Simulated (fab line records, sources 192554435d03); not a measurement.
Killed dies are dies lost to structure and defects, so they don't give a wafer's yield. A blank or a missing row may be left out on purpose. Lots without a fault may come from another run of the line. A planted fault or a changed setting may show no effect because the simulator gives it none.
fab line records | flow n5_finfet
record lots=4 wafers=12 last_day=17
route steps=1938 shown BEOL_M8@1394 BEOL_M9@1401
lots that met no fault: from a run of the same line without faults
start_h: hours from the record's first day to the start of the lot's first wafer shown | wait_h: hours since the lot's step before | " the same as in the row above | L1.1+2: a row that stands for several wafers | - no value, or no start given | * or withheld: withheld | < > ~ a bound
route shown NAME@n: a module of which the file shows steps, and the number in the route of the first | usual: mean/standard deviation of fault-free wafers | same: alike in all rows | chamber/n: place in a boat | sites: the reading at each site | _std_site: their standard deviation | _edge_site: outer sites' mean less inner sites' | radius_mm: how far each site lies from the wafer's centre | mask NAME#n: copy n | behind: the tool/chamber that last shaped the wafer | hold: why the lot was held/for how many hours/how that ended | device: the transistor (n, p or np) that didn't switch | end of line: the same wafers' tests at the end of the route | a step without rows: its recipe alone | killed: dies lost to structure and defects at the first sort, not the wafer's yield | map: a wafer's dies, x killed, . not, _ none there
set.NAME: the setting as run; set.NAME@STEP: as run at that earlier step | model.NAME: the simulator's own value behind a step, which no gauge read
lots at some steps of the route; a table a step, a row a wafer
services: from which hour (start_h, from the record's first day; less than 0 if before it) a tool's chamber was out of use, for how many hours, and why
## steps
# step N5_BEOL_M8_ANNEAL_51
# recipe temp_c=225 time_s=90 ambient=N2
# step N5_BEOL_M8_CMP_52
# recipe stop_on=SiCOH_lowk t_overpolish_s=6.9 down_force_psi=1 platen_rpm=50 clearing_platen_down_force_psi=1.5 clearing_platen_rpm=50 post_cmp_clean=cu_alkaline target_thk_nm=80 clearing_platen_pad_velocity_m_s=0.99484 pad_velocity_m_s=0.99484
# step N5_BEOL_M8_PRE_CLEAN_55
# recipe gas=NH3 time_s=15 temp_c=withheld rf_power_w=300
# step N5_BEOL_M8_DEP_56
# recipe material=SiCN target_thk_a=100 temp_c=withheld precursor=3MS/NH3 pressure_torr=3 rf_w=202 time_s=17.5
# step N5_BEOL_M9_ILD_DEP_00
# recipe material=SiCOH_lowk target_thk_a=3085.1 temp_c=300 precursor=DEMS/porogen pressure_torr=5 rf_w=500 time_s=58
# step N5_BEOL_M9_CURE_71
# recipe temp_c=385 time_s=240 ambient=He/Ar material=SiCOH_lowk
# step N5_BEOL_M9_PECVD_70
# recipe material=SiO2 target_thk_a=200 temp_c=400 precursor=TEOS/O2 pressure_torr=5.5 rf_w=450 teos_flow_sccm=53.8 gas=O2 flow_sccm=3000 time_s=22.7
# step N5_BEOL_M9_HM_DEP_02
# recipe material=TiN target_thk_a=200 temp_c=25 chamber_pressure_pa=0.49996
# step N5_BEOL_M9_COAT_59
# recipe resist=SOC temp_c=250 time_s=60 spin_rpm=1500 resist_thk_nm=100
# usual chill_plate_temp_C=23.01/0.12 spin_speed_rpm=1499.9/0.86
# columns lot.wafer tool chamber start_h wait_h chill_plate_temp_C spin_speed_rpm model.SOC_of_BEOL_M9_COAT_59.thk_nm
L549.1 litho_track-04 0 216.84 0.1 22.78 1501.2 100
L549.3 " 0 " " 22.92 1498.6 100.4
L549.6 " 0 " " 23.09 1498.6 100.2
L552.1 litho_track-04 0 235.48 0.1 23.02 1701.2 93.6
L552.5 " 0 " " 23.00 1701.9 94
L552.6 " 0 " " 22.85 1701.3 93.6
L553.1 litho_track-04 0 238.99 0.1 23.34 1701.2 94
L553.5 " 0 " " 23.11 1700.8 94.2
L553.6 " 0 " " 23.17 1700.6 94
L569.2 litho_track-01 0 337.76 0.1 22.83 1501.6 100
L569.3 " 0 " " 22.86 1500.6 99.8
L569.4 " 0 " " 22.87 1501.8 100
# step N5_BEOL_M9_COAT_60
# recipe resist=SiARC temp_c=220 time_s=60 spin_rpm=1500 resist_thk_nm=30
# step N5_BEOL_M9_COAT_05
# recipe resist=CAR-ArF spin_rpm=1500 resist_thk_nm=90
# step N5_BEOL_M9_EBR_07
# recipe solvent=PGMEA ebr_width_mm=1.5
# step N5_BEOL_M9_SOFTBAKE_06
# recipe temp_c=110 time_s=60 resist=CAR-ArF
# step N5_BEOL_M9_EXPOSE_08
# recipe mask_id=M9 na=1.35 source_shape=dipole sigma_inner=0.411 sigma_outer=0.611 polarization=te dose_mj=53.75
# step N5_BEOL_M9_PEB_09
# recipe peb_temp_c=withheld peb_time_s=60 resist=CAR-ArF
# step N5_BEOL_M9_DEVELOP_10
# recipe develop_time_s=30 developer=TMAH resist=CAR-ArF rinse_liquid=diw dry=air_spin dev_temp_c=23
# step N5_BEOL_M9_DESCUM_16
# recipe chemistry=O2 time_s=7.9 source_power_w=50 bias_power_w=20 pressure_mtorr=20 rf_frequency_hz=2.712e+07 temp_c=40 resist=CAR-ArF o2_flow_sccm=225
# step N5_BEOL_M9_ETCH_61
# recipe chemistry=CF4 target=SiARC target_depth_a=390 mask_material=CAR-ArF time_s=65 ion_energy_ev=80 pressure_mtorr=40 source_w=545 bias_w=36 Ar_flow_sccm=100 cf4_flow_sccm=100 ends=cleared
# step N5_BEOL_M9_ETCH_62
# recipe chemistry=N2/H2 target=SOC target_depth_a=1100 overetch_a=220 mask_material=SiARC temp_c=40 time_s=165 ion_energy_ev=200 pressure_mtorr=30 source_w=840 bias_w=150 n2_flow_sccm=200 h2_flow_sccm=200
# usual drypump_motor_current_A=5.9/0.45 oes_product_au=0.69/0.071 rf_vpp_V=523.7/2.3 showerhead_plenum_p_Torr=2.53/0.072 throttle_valve_pct=17.7/0.31
# columns lot.wafer tool chamber start_h wait_h drypump_motor_current_A oes_product_au rf_hours_counter_h rf_vpp_V showerhead_plenum_p_Torr throttle_valve_pct model.etch.depth_nm
L549.1 rie_diel-03 2 217.67 0.0 6.6 0.77 23 525.1 2.57 17.3 99.91
L549.3 " 3 " " 5.7 0.58 228 526.8 2.62 18.1 100.4
L549.6 " 1 " " 5.7 0.63 - 520.5 2.39 17.8 100.1
L552.1 rie_diel-06 2 236.06 0.0 5.3 0.62 178 524.4 2.55 18.3 93.64
L552.5 " 0 " " 6.0 0.66 - 524.5 2.58 18.0 93.92
L552.6 " 3 " " 5.4 0.70 - 528.4 2.68 17.4 93.51
L553.1 rie_diel-02 1 239.53 0.0 6.6 0.65 110 524.1 2.56 17.6 93.95
L553.5 " 0 " " 6.2 0.56 - 526.7 2.59 17.5 94.13
L553.6 " 3 " " 5.2 0.68 - 524.1 2.47 17.5 93.93
L569.2 rie_diel-03 1 338.17 0.0 5.7 0.60 223 519.6 2.37 17.9 99.96
L569.3 " 2 " " 6.6 0.73 60 526.0 2.56 17.4 99.89
L569.4 " 0 " " 6.2 0.74 50 521.9 2.49 17.5 99.96
# step N5_BEOL_M9_STRIP_68
# recipe chemistry=N2/H2 temp_c=40 n2_flow_sccm=200 h2_flow_sccm=200 rf_frequency_hz=6e+07
# step N5_BEOL_M9_STRIP_67
# recipe chemistry=CF4 resist=SiARC power_w=300 bias_power_w=75 pressure_mtorr=50 cf4_flow_sccm=150 rf_frequency_hz=6e+07
# step N5_BEOL_M9_HM_OPEN_17
# recipe chemistry=Cl2/BCl3 target_depth_a=200 overetch_a=60 target=TiN mask_material=SOC ion_energy_ev=150 pressure_mtorr=10 icp_w=1000 bias_w=126 Cl2_flow_sccm=53.25 bcl3_flow_sccm=21.75 Ar_flow_sccm=25
# usual drypump_motor_current_A=5.8/0.43 mfc_cl2_sccm=53.26/0.15 oes_product_au=0.65/0.072 throttle_valve_pct=22.29/0.23
# columns lot.wafer tool chamber start_h wait_h drypump_motor_current_A mfc_cl2_sccm oes_product_au rf_hours_counter_h throttle_valve_pct model.SOC_of_BEOL_M9_COAT_59.thk_nm
L549.1 rie_metal-01 0 217.86 0.0 5.6 53.40 0.64 52 22.27 92
L549.3 " 1 " " 4.9 53.35 0.67 - 21.99 92.2
L549.6 " 1 " " 4.9 53.35 0.68 - 21.98 91.8
L552.1 rie_metal-01 1 236.25 0.0 4.9 53.13 0.67 38 21.99 85.4
L552.5 " 1 " " 4.9 53.43 0.65 - 22.00 85.6
L552.6 " 0 " " 5.6 53.36 0.65 - 22.27 85.6
L553.1 rie_metal-03 0 239.72 0.0 5.8 53.04 0.74 15 22.33 86.4
L553.5 " 0 " " 5.7 53.19 0.74 - 22.30 86.6
L553.6 " 1 " " 6.1 53.19 0.54 - 22.23 86.2
L569.2 rie_metal-03 1 338.36 0.0 6.1 53.27 0.85 1 21.76 91.8
L569.3 " 1 " " 6.1 53.29 0.84 - 21.77 91.8
L569.4 " 0 " " 5.8 53.42 0.69 - 22.37 92.2
# step N5_BEOL_M9_STRIP_19
# recipe chemistry=O2 power_w=400 temp_c=40 pressure_mtorr=30 rf_frequency_hz=6e+07 bias_power_w=0 overash_fraction=0.2 o2_flow_sccm=225
## services
# columns tool chamber start_h hours kind
rie_metal-03 - 218.58 4.9 repair
rie_diel-06 1 268.83 5.7 repair
rie_diel-03 0 288.35 3.7 repair
rie_diel-03 3 298.09 - clean
rie_diel-03 3 298.09 - consumable_replace:focus_ring
rie_diel-03 3 298.09 12.6 scheduled_down
rie_diel-03 3 298.09 12.6 vent_cycle
rie_diel-02 0 307.50 - clean
rie_diel-02 0 307.50 - consumable_replace:focus_ring
rie_diel-02 0 307.50 16.1 scheduled_down
rie_diel-02 0 307.50 16.1 vent_cycle
rie_metal-03 1 307.77 - clean
rie_metal-03 1 307.77 16.0 scheduled_down
rie_metal-03 1 307.77 16.0 vent_cycle
rie_metal-01 - 314.85 14.6 pm
rie_metal-03 - 318.78 0.3 repair
## key
first_sign step=N5_BEOL_M9_COAT_59 reading=spin_speed_rpm direction=up sigmas=99+ usual=* struck=*
effect none on later readings
model_effect step=N5_BEOL_M9_COAT_59 value=SOC_of_BEOL_M9_COAT_59.thk_nm without=99.93 struck=93.9
model_effect step=N5_BEOL_M9_ETCH_62 value=etch.depth_nm without=99.94 struck=93.85
model_effect step=N5_BEOL_M9_HM_OPEN_17 value=SOC_of_BEOL_M9_COAT_59.thk_nm without=92 struck=85.97
met_at N5_BEOL_M9_COAT_59
struck_wafers L552.1,L552.5,L552.6,L553.1,L553.5,L553.6
onset_between 216.84 235.48
fault kind=process_parameter_drift tool=litho_track-04 chamber=- onset_h=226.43 steps=N5_BEOL_M9_COAT_59 channel=spin_rpm offset=* shape=step end_h=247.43 acts_in=* stated=*
